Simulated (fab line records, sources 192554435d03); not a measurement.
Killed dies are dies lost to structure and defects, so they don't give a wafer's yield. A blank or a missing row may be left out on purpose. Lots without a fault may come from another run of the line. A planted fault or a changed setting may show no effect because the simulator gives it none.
fab line records | flow n5_finfet
record lots=6 wafers=18 last_day=18
route steps=1938 shown HKMG_FIN@411
lots that met no fault: from a run of the same line without faults
start_h: hours from the record's first day to the start of the lot's first wafer shown | wait_h: hours since the lot's step before | " the same as in the row above | L1.1+2: a row that stands for several wafers | - no value, or no start given | * or withheld: withheld | < > ~ a bound
route shown NAME@n: a module of which the file shows steps, and the number in the route of the first | usual: mean/standard deviation of fault-free wafers | same: alike in all rows | chamber/n: place in a boat | sites: the reading at each site | _std_site: their standard deviation | _edge_site: outer sites' mean less inner sites' | radius_mm: how far each site lies from the wafer's centre | mask NAME#n: copy n | behind: the tool/chamber that last shaped the wafer | hold: why the lot was held/for how many hours/how that ended | device: the transistor (n, p or np) that didn't switch | end of line: the same wafers' tests at the end of the route | a step without rows: its recipe alone | killed: dies lost to structure and defects at the first sort, not the wafer's yield | map: a wafer's dies, x killed, . not, _ none there
set.NAME: the setting as run; set.NAME@STEP: as run at that earlier step | model.NAME: the simulator's own value behind a step, which no gauge read
lots at some steps of the route; a table a step, a row a wafer
services: from which hour (start_h, from the record's first day; less than 0 if before it) a tool's chamber was out of use, for how many hours, and why
## steps
# step N5_HKMG_FIN_WET_ETCH_78
# recipe chemistry=dNH4OH mix=1:50 temp_c=25 target=Al2O3 stop_on=La2O3 target_depth_nm=4.5 dry=ipa_marangoni rinse_time_s=30 rinse_temp_c=23
# step N5_HKMG_FIN_ALD_79
# recipe material=TiN target_thk_a=15 temp_c=400 ald_precursor_family=TiCl4 ald_co_reactant=NH3 pulse_time_s=1 purge_time_s=3 co_reactant_purge_time_s=2 co_reactant_pulse_time_s=2 ald_cycles=68 pressure_torr=3
# usual heater_power_w=879/100 precursor_pulse_height_rel=1.000/0.019
# same pulse_time_s=1
# columns lot.wafer tool chamber start_h wait_h heater_power_w precursor_pulse_height_rel
L705.2 ald_metal-03 2 96.66 0.0 881 1.020
L705.5 " 2 " " 874 1.006
L705.6 " 3 " " 975 1.024
L711.2 ald_metal-02 0 131.71 0.0 920 0.995
L711.3 " 1 " " 858 0.979
L711.4 " 2 " " 749 0.979
L713.2 ald_metal-02 0 147.68 0.0 924 1.022
L713.4 " 0 " " 929 0.999
L713.6 " 1 " " 829 0.983
L716.2 ald_metal-03 1 160.77 0.0 826 1.008
L716.4 " 3 " " 966 1.027
L716.5 " 1 " " 827 0.996
L720.2 ald_metal-04 3 189.89 0.0 712 0.962
L720.4 " 2 " " 847 0.979
L720.6 " 3 " " 689 0.992
L722.2 ald_metal-02 2 197.25 0.0 720 0.994
L722.3 " 0 " " 929 0.995
L722.5 " 2 " " 738 1.010
# step N5_HKMG_FIN_CVD_62
# recipe material=a-Si target_thk_a=30 temp_c=500 precursor=Si2H6 pressure_torr=1 time_s=20.8
# usual heater_power_w=1368/69
# columns lot.wafer tool chamber start_h wait_h heater_power_w
L705.2 thermal_cvd_si-02 0 97.02 0.2 1307
L705.5 " 1 " " 1367
L705.6 " 0 " " 1299
L711.2 thermal_cvd_si-01 0 132.07 0.2 1505
L711.3 " 1 " " 1354
L711.4 " 1 " " 1376
L713.2 thermal_cvd_si-01 1 148.04 0.2 1345
L713.4 " 2 " " 1377
L713.6 " 1 " " 1349
L716.2 thermal_cvd_si-01 2 161.13 0.2 1377
L716.4 " 1 " " 1347
L716.5 " 0 " " 1515
L720.2 thermal_cvd_si-01 1 190.26 0.2 1384
L720.4 " 2 " " 1405
L720.6 " 0 " " 1505
L722.2 thermal_cvd_si-01 0 197.62 0.2 1526
L722.3 " 2 " " 1396
L722.5 " 2 " " 1383
# step N5_HKMG_FIN_RTA_80
# recipe temp_c=withheld time_s=2 ambient=N2 idle_temp_c=600 ramp_up_c_per_s=150 ramp_down_c_per_s=60 cool_to_c=600
# step N5_HKMG_FIN_PRECLEAN_64
# recipe chemistry=dHF time_s=30 temp_c=25 dilution=withheld
# step N5_HKMG_FIN_WET_ETCH_65
# recipe chemistry=TMAH temp_c=70 conc_wt_pct=5 target=a-Si stop_on=TiN time_s=49 target_depth_nm=3
# step N5_HKMG_FIN_WET_ETCH_81
# recipe chemistry=SC1 target=TiN stop_on=HfO2 mix=1:1:5 temp_c=60 time_s=57 target_depth_nm=6
# step N5_HKMG_FIN_WET_ETCH_82
# recipe chemistry=dHCl mix=1:10000 temp_c=25 target=La2O3 stop_on=HfO2 target_depth_nm=2 dry=ipa_marangoni rinse_time_s=30 rinse_temp_c=23
# step N5_HKMG_FIN_ALD_36
# recipe material=TiN target_thk_a=10 temp_c=400 ald_precursor_family=TiCl4 ald_co_reactant=NH3 pulse_time_s=1 purge_time_s=3 co_reactant_purge_time_s=2 co_reactant_pulse_time_s=2 ald_cycles=47 pressure_torr=3
# usual heater_power_w=856/91 precursor_pulse_height_rel=1.000/0.021
# same pulse_time_s=1
# columns lot.wafer tool chamber start_h wait_h heater_power_w precursor_pulse_height_rel
L705.2 ald_metal-02 2 97.42 0.0 746 0.965
L705.5 " 1 " " 850 0.996
L705.6 " 0 " " 943 0.997
L711.2 ald_metal-03 2 132.54 0.0 883 0.997
L711.3 " 1 " " 813 1.046
L711.4 " 0 " " 1045 1.028
L713.2 ald_metal-04 3 148.44 0.0 719 0.974
L713.4 " 2 " " 863 1.031
L713.6 " 0 " " 919 1.035
L716.2 ald_metal-04 3 161.64 0.1 676 0.969
L716.4 " 0 " " 926 1.019
L716.5 " 1 " " 839 1.008
L720.2 ald_metal-04 2 190.66 0.0 876 1.041
L720.4 " 1 " " 834 1.034
L720.6 " 2 " " 889 1.016
L722.2 ald_metal-02 0 198.02 0.0 929 0.971
L722.3 " 1 " " 863 0.991
L722.5 " 1 " " 872 0.985
# step N5_HKMG_FIN_THK_MEAS_70
# recipe thk_meas_gauge=xrf reads=HfO2_of_HKMG_FIN_HK_ALD_01
# usual HK_THK=1.593/0.021
# columns lot.wafer tool chamber start_h wait_h HK_THK[nm]
L705.2 film_metro-02 - 97.71 0.2 1.592
L705.5 " - " " 1.575
L705.6 " - " " 1.575
L711.2 film_metro-02 - 132.82 0.2 1.568
L711.3 " - " " 1.599
L711.4 " - " " 1.569
L713.2 film_metro-01 - 148.72 0.2 1.574
L713.4 " - " " 1.587
L713.6 " - " " 1.593
L716.2 film_metro-02 - 161.92 0.2 1.598
L716.4 " - " " 1.631
L716.5 " - " " 1.601
L720.2 film_metro-01 - 190.94 0.2 1.577
L720.4 " - " " 1.559
L720.6 " - " " 1.610
L722.2 film_metro-01 - 198.30 0.2 1.563
L722.3 " - " " 1.575
L722.5 " - " " 1.582
# step N5_HKMG_FIN_PWFM_ALD_03
# recipe material=TiN target_thk_a=20 temp_c=400 ald_precursor_family=TiCl4 ald_co_reactant=NH3 pulse_time_s=1 purge_time_s=3 co_reactant_purge_time_s=2 co_reactant_pulse_time_s=2 ald_cycles=91 pressure_torr=3
# usual heater_power_w=864/94 precursor_pulse_height_rel=1.003/0.02
# same pulse_time_s=1
# columns lot.wafer tool chamber start_h wait_h heater_power_w precursor_pulse_height_rel
L705.2 ald_metal-04 2 97.74 0.0 868 1.024
L705.5 " 3 " " 700 1.028
L705.6 " 0 " " 928 0.965
L711.2 ald_metal-03 2 132.86 0.0 869 0.963
L711.3 " 1 " " 832 1.004
L711.4 " 0 " " 1039 0.987
L713.2 ald_metal-03 2 148.76 0.0 873 1.004
L713.4 " 3 " " 997 1.004
L713.6 " 1 " " 826 1.030
L716.2 ald_metal-04 3 161.96 0.0 718 1.035
L716.4 " 2 " " 849 0.991
L716.5 " 3 " " 709 0.965
L720.2 ald_metal-03 0 190.97 0.0 1049 1.038
L720.4 " 0 " " 1069 0.996
L720.6 " 2 " " 903 1.015
L722.2 ald_metal-04 3 198.34 0.0 708 0.995
L722.3 " 1 " " 863 1.016
L722.5 " 2 " " 859 0.988
# step N5_HKMG_FIN_COAT_29
# recipe resist=SOC temp_c=250 time_s=60 spin_rpm=1500 resist_thk_nm=300
# step N5_HKMG_FIN_COAT_30
# recipe resist=SiARC temp_c=220 time_s=60 spin_rpm=1500 resist_thk_nm=35
# usual exhaust_pa=44.9/0.84 heater_power_total_W=427.6/2.1 spin_speed_rpm=1499.9/1
# columns lot.wafer tool chamber start_h wait_h exhaust_pa heater_power_total_W spin_speed_rpm model.SiARC_of_HKMG_FIN_COAT_30.thk_nm
L705.2 litho_track-01 0 98.22 - 45.0 429.9 1501.2 34.8
L705.5 " 0 " " 46.1 425.1 1500.8 35
L705.6 " 0 " " 45.7 430.9 1498.2 34.8
L711.2 litho_track-03 0 133.33 - 43.4 425.0 1500.1 34.8
L711.3 " 0 " " 45.5 425.7 1500.2 35
L711.4 " 0 " " 44.7 427.2 1498.7 35
L713.2 litho_track-03 0 149.23 - 45.1 426.7 1401.3 36
L713.4 " 0 " " 44.7 428.5 1400.6 36
L713.6 " 0 " " 45.0 428.9 1402.2 36
L716.2 litho_track-03 0 162.43 - 45.6 425.9 1397.9 36.2
L716.4 " 0 " " 44.8 427.7 1399.3 36.2
L716.5 " 0 " " 45.7 430.9 1400.6 36.2
L720.2 litho_track-01 0 191.45 - 44.4 427.8 1498.9 35
L720.4 " 0 " " 45.6 427.0 1498.7 34.8
L720.6 " 0 " " 45.9 427.5 1500.1 35
L722.2 litho_track-02 0 198.81 - 45.7 428.7 1499.5 35
L722.3 " 0 " " 45.1 430.3 1500.6 35
L722.5 " 0 " " 44.7 430.8 1498.8 35
# step N5_HKMG_FIN_COAT_06
# recipe resist=CAR-ArF spin_rpm=1500 resist_thk_nm=90
# step N5_HKMG_FIN_EBR_08
# recipe solvent=PGMEA ebr_width_mm=1.5
# step N5_HKMG_FIN_SOFTBAKE_07
# recipe temp_c=110 time_s=60 resist=CAR-ArF
# step N5_HKMG_FIN_EXPOSE_09
# recipe mask_id=NWFM na=1.35 source_shape=conventional sigma_outer=0.8 polarization=unpolarized dose_mj=39.25
# step N5_HKMG_FIN_PEB_10
# recipe peb_temp_c=withheld peb_time_s=60 resist=CAR-ArF
# step N5_HKMG_FIN_DEVELOP_11
# recipe develop_time_s=30 developer=TMAH resist=CAR-ArF dev_temp_c=23 rinse_liquid=diw dry=air_spin
# step N5_HKMG_FIN_CD_MEAS_12
# recipe target_cd_nm=92.8 landing_energy_ev=500 detector=se_inlens
# usual cd_nm=93.0/0.71
# columns lot.wafer tool chamber start_h wait_h cd_nm
L705.2 cd_sem-02 0 98.58 - 92.7
L705.5 " 0 " " 92.6
L705.6 " 0 " " 92.9
L711.2 cd_sem-02 0 133.70 - 93.1
L711.3 " 0 " " 92.8
L711.4 " 0 " " 94.3
L713.2 cd_sem-02 0 149.60 - 94.3
L713.4 " 0 " " 94.1
L713.6 " 0 " " 94.4
L716.2 cd_sem-01 0 162.80 - 92.8
L716.4 " 0 " " 93.0
L716.5 " 0 " " 94.0
L720.2 cd_sem-01 0 191.81 - 92.5
L720.4 " 0 " " 92.1
L720.6 " 0 " " 92.9
L722.2 cd_sem-01 0 199.18 - 92.1
L722.3 " 0 " " 93.1
L722.5 " 0 " " 92.1
# step N5_HKMG_FIN_OVL_MEAS_13
# recipe points_per_wafer=44
# usual NWFM_OVL=-0.5/0.7
# columns lot.wafer tool chamber start_h wait_h NWFM_OVL[nm]
L705.2 overlay-01 0 98.61 0.0 -0.7
L705.5 " 0 " " 0.2
L705.6 " 0 " " 1.4
L711.2 overlay-01 0 133.73 0.0 0.7
L711.3 " 0 " " 1.1
L711.4 " 0 " " 1.5
L713.2 overlay-01 0 149.63 0.0 -0.1
L713.4 " 0 " " -0.1
L713.6 " 0 " " -0.8
L716.2 overlay-01 0 162.82 0.0 -1.2
L716.4 " 0 " " -0.7
L716.5 " 0 " " -0.4
L720.2 overlay-02 0 191.84 0.0 0.0
L720.4 " 0 " " -0.2
L720.6 " 0 " " -2.1
L722.2 overlay-01 0 199.21 0.0 0.3
L722.3 " 0 " " -1.3
L722.5 " 0 " " -1.1
# step N5_HKMG_FIN_INSPECT_14
# recipe mode=adi inspect_instrument=macro
# usual raw_defect_count=2.0/1.3
# columns lot.wafer tool chamber start_h wait_h raw_defect_count
L705.2 defect_inspect-01 - 98.63 0.0 2
L705.5 " - " " 5
L705.6 " - " " 3
L711.2 defect_inspect-02 - 133.75 0.0 3
L711.3 " - " " 2
L711.4 " - " " 2
L713.2 defect_inspect-02 - 149.65 0.0 2
L713.4 " - " " 2
L713.6 " - " " 2
L716.2 defect_inspect-02 - 162.85 0.0 2
L716.4 " - " " 0
L716.5 " - " " 2
L720.2 defect_inspect-02 - 191.86 0.0 0
L720.4 " - " " 0
L720.6 " - " " 4
L722.2 defect_inspect-02 - 199.23 0.0 3
L722.3 " - " " 1
L722.5 " - " " 3
# step N5_HKMG_FIN_DESCUM_17
# recipe chemistry=O2 time_s=7.9 source_power_w=50 bias_power_w=20 pressure_mtorr=20 rf_frequency_hz=2.712e+07 temp_c=40 resist=CAR-ArF o2_flow_sccm=225
# usual chamber_pressure_mTorr=20.001/0.018 drypump_motor_current_A=5.7/0.42 oes_product_au=0.79/0.095 rf_vpp_V=243.5/1.1 showerhead_plenum_p_Torr=2.10/0.042 throttle_valve_pct=20.45/0.24
# columns lot.wafer tool chamber start_h wait_h chamber_pressure_mTorr drypump_motor_current_A oes_product_au rf_hours_counter_h rf_vpp_V showerhead_plenum_p_Torr throttle_valve_pct
L705.2 rie_diel-05 1 98.67 0.0 19.994 5.4 0.76 144 242.3 2.09 20.59
L705.5 " 1 " " 20.017 5.4 0.77 - 244.1 2.09 20.58
L705.6 " 2 " " 20.009 5.5 0.71 - 242.3 2.09 20.42
L711.2 rie_diel-05 3 133.78 0.0 19.987 5.3 0.93 14 244.5 2.13 20.17
L711.3 " 0 " " 19.989 6.2 0.74 155 244.0 2.11 20.76
L711.4 " 2 " " 20.012 5.5 0.69 204 241.0 2.08 20.44
L713.2 rie_diel-05 1 149.68 0.0 19.969 5.4 0.75 163 244.1 2.08 20.60
L713.4 " 0 " " 20.030 6.2 0.73 160 243.6 2.11 20.78
L713.6 " 1 " " 19.997 5.4 0.74 - 244.2 2.08 20.60
L716.2 rie_diel-06 3 162.88 0.0 20.002 5.8 0.72 171 242.5 2.10 20.57
L716.4 " 1 " " 19.993 5.7 0.86 34 244.9 2.11 19.99
L716.5 " 2 " " 20.009 6.3 0.73 - 243.3 2.06 20.42
L720.2 rie_diel-05 2 192.17 0.3 20.013 5.5 0.69 222 241.2 2.08 20.48
L720.4 " 1 " " 19.997 5.4 0.74 175 242.7 2.07 20.62
L720.6 " 1 " " 20.017 5.4 0.75 - 243.8 2.08 20.64
L722.2 rie_diel-02 0 199.26 0.0 20.021 5.2 0.69 229 244.0 2.16 20.82
L722.3 " 3 " " 19.994 6.4 0.94 19 244.5 2.22 20.27
L722.5 " 1 " " 19.980 4.9 0.69 - 242.9 2.07 20.53
# step N5_HKMG_FIN_ETCH_31
# recipe chemistry=CF4 target=SiARC target_depth_a=455 mask_material=CAR-ArF time_s=75.8 ion_energy_ev=80 pressure_mtorr=40 source_w=545 bias_w=36 Ar_flow_sccm=100 cf4_flow_sccm=100 ends=cleared
# usual chamber_pressure_mTorr=40.00/0.035 drypump_motor_current_A=5.7/0.42 etch_rf_on_time_s=75.8/1.7 oes_product_au=0.67/0.083 rf_vpp_V=184.2/0.92 showerhead_plenum_p_Torr=2.15/0.043 throttle_valve_pct=15.63/0.2
# columns lot.wafer tool chamber start_h wait_h chamber_pressure_mTorr drypump_motor_current_A etch_rf_on_time_s oes_product_au rf_hours_counter_h rf_vpp_V showerhead_plenum_p_Torr throttle_valve_pct model.etch.depth_nm model.CAR-ArF_of_HKMG_FIN_COAT_06.thk_nm
L705.2 rie_diel-05 1 98.70 0.0 40.01 5.4 74.4 0.65 145 182.4 2.13 15.77 34.79 51.4
L705.5 " 1 " " 40.02 5.4 74.2 0.66 - 184.4 2.13 15.77 34.93 51
L705.6 " 2 " " 39.97 5.5 78.0 0.60 - 183.6 2.14 15.65 34.87 51.2
L711.2 rie_diel-05 3 133.82 0.0 40.06 5.3 72.5 0.80 14 184.4 2.18 15.28 34.9 50.8
L711.3 " 0 " " 40.01 6.2 76.7 0.62 155 182.5 2.13 15.76 34.94 51
L711.4 " 2 " " 40.02 5.5 78.5 0.59 204 182.4 2.13 15.67 34.94 50.8
L713.2 rie_diel-05 1 149.72 0.0 39.99 5.4 78.5 0.64 163 183.8 2.13 15.80 36.05 49.8
L713.4 " 0 " " 40.01 6.3 80.3 0.61 160 185.9 2.13 15.75 36.06 50
L713.6 " 1 " " 40.01 5.4 78.5 0.64 - 184.3 2.13 15.81 36.07 49.8
L716.2 rie_diel-06 3 162.92 0.0 39.97 5.8 78.4 0.62 171 183.6 2.12 15.66 36.24 49.4
L716.4 " 1 " " 39.98 5.8 76.0 0.75 34 186.2 2.19 15.40 36.11 49.6
L716.5 " 2 " " 39.96 6.3 80.3 0.60 - 184.5 2.13 15.78 36.28 49.6
L720.2 rie_diel-05 2 192.21 0.0 39.94 5.5 78.2 0.58 222 184.1 2.13 15.72 34.91 50.6
L720.4 " 1 " " 39.92 5.4 73.9 0.64 175 183.8 2.12 15.83 34.81 50.8
L720.6 " 1 " " 39.98 5.4 74.3 0.64 - 184.5 2.12 15.83 34.99 50.8
L722.2 rie_diel-02 0 199.30 0.0 40.03 5.2 76.0 0.59 229 185.2 2.20 16.00 35 50.6
L722.3 " 3 " " 39.99 6.3 74.5 0.78 19 186.8 2.27 15.45 35.02 50.6
L722.5 " 1 " " 39.96 5.0 79.0 0.58 - 184.6 2.11 15.70 35 50.6
# step N5_HKMG_FIN_ETCH_32
# recipe chemistry=N2/H2 target=SOC target_depth_a=2400 temp_c=40 time_s=300 ion_energy_ev=200 mask_material=SiARC pressure_mtorr=30 source_w=840 bias_w=150 n2_flow_sccm=200 h2_flow_sccm=200
# usual chamber_pressure_mTorr=29.996/0.028 drypump_motor_current_A=5.7/0.42 oes_product_au=0.78/0.097 rf_vpp_V=524.2/1.6 showerhead_plenum_p_Torr=2.55/0.057 throttle_valve_pct=17.85/0.14
# columns lot.wafer tool chamber start_h wait_h chamber_pressure_mTorr drypump_motor_current_A oes_product_au rf_hours_counter_h rf_vpp_V showerhead_plenum_p_Torr throttle_valve_pct model.SiARC_of_HKMG_FIN_COAT_30.thk_nm
L705.2 rie_diel-05 1 98.76 0.0 29.959 5.4 0.76 145 523.7 2.55 18.02 21
L705.5 " 1 " " 30.002 5.4 0.76 - 524.3 2.55 18.02 21.4
L705.6 " 2 " " 29.990 5.5 0.70 - 524.2 2.53 17.79 21.6
L711.2 rie_diel-05 3 133.87 0.0 30.042 5.3 0.93 14 526.0 2.61 17.80 20.8
L711.3 " 0 " " 29.952 6.2 0.73 155 524.7 2.53 17.97 21.4
L711.4 " 2 " " 29.992 5.5 0.69 204 523.2 2.53 17.83 21.6
L713.2 rie_diel-05 1 149.77 0.0 29.971 5.4 0.75 163 523.5 2.54 18.04 22.2
L713.4 " 0 " " 30.030 6.2 0.72 160 523.8 2.53 18.00 22.4
L713.6 " 1 " " 30.004 5.4 0.75 - 525.4 2.54 18.03 22.2
L716.2 rie_diel-06 3 162.97 0.0 29.953 5.8 0.74 171 522.2 2.51 17.78 22.8
L716.4 " 1 " " 30.010 5.8 0.87 34 525.8 2.62 17.71 22
L716.5 " 2 " " 30.001 6.3 0.71 - 523.2 2.51 17.84 22.4
L720.2 rie_diel-05 2 192.26 0.0 30.008 5.5 0.68 222 521.3 2.52 17.86 21.6
L720.4 " 1 " " 30.026 5.4 0.75 176 522.9 2.53 18.07 21
L720.6 " 1 " " 29.984 5.4 0.74 - 523.9 2.53 18.08 21.2
L722.2 rie_diel-02 0 199.35 0.0 29.960 5.2 0.69 230 526.0 2.60 18.12 21.6
L722.3 " 3 " " 29.986 6.4 0.92 19 528.1 2.68 17.44 21.2
L722.5 " 1 " " 29.993 5.0 0.67 - 523.3 2.50 17.87 22
# step N5_HKMG_FIN_STRIP_33
# recipe chemistry=N2/H2 temp_c=40 n2_flow_sccm=200 h2_flow_sccm=200 rf_frequency_hz=6e+07
## services
# columns tool chamber start_h hours kind
ald_metal-04 1 77.86 26.0 repair
rie_diel-02 2 98.10 16.2 repair
rie_diel-02 3 114.42 - clean
rie_diel-02 3 114.42 - consumable_replace:focus_ring
rie_diel-02 3 114.42 - consumable_replace:showerhead
rie_diel-02 3 114.42 17.7 scheduled_down
rie_diel-02 3 114.42 17.7 vent_cycle
ald_metal-04 - 115.64 0.8 repair
rie_diel-05 3 118.81 5.5 repair
ald_metal-02 3 143.51 13.5 repair
thermal_cvd_si-02 - 153.69 14.6 pm
rie_diel-02 0 153.84 5.9 repair
rie_diel-02 1 156.34 5.9 repair
ald_metal-02 - 159.49 8.7 pm
thermal_cvd_si-01 - 168.29 2.8 pm
ald_metal-03 1 172.90 21.4 repair
ald_metal-04 0 188.67 - calibration
rie_diel-02 0 190.66 4.0 repair
## key
first_sign step=N5_HKMG_FIN_COAT_30 reading=spin_speed_rpm direction=down sigmas=97 usual=* struck=*
effect none on later readings
model_effect step=N5_HKMG_FIN_COAT_30 value=SiARC_of_HKMG_FIN_COAT_30.thk_nm without=34.87 struck=36.1
model_effect step=N5_HKMG_FIN_ETCH_31 value=etch.depth_nm without=34.91 struck=36.13
model_effect step=N5_HKMG_FIN_ETCH_32 value=SiARC_of_HKMG_FIN_COAT_30.thk_nm without=21.13 struck=22.33
met_at N5_HKMG_FIN_COAT_30
struck_wafers L713.2,L713.4,L713.6,L716.2,L716.4,L716.5
rows_end L713.2,L713.4,L713.6
onset_between 133.33 149.23
fault kind=process_parameter_drift tool=litho_track-03 chamber=- onset_h=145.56 steps=N5_HKMG_FIN_COAT_30 channel=spin_rpm offset=* shape=step acts_in=* stated=*
# rows_end: these wafers met a further fault down the route, and their rows from its step on are left out
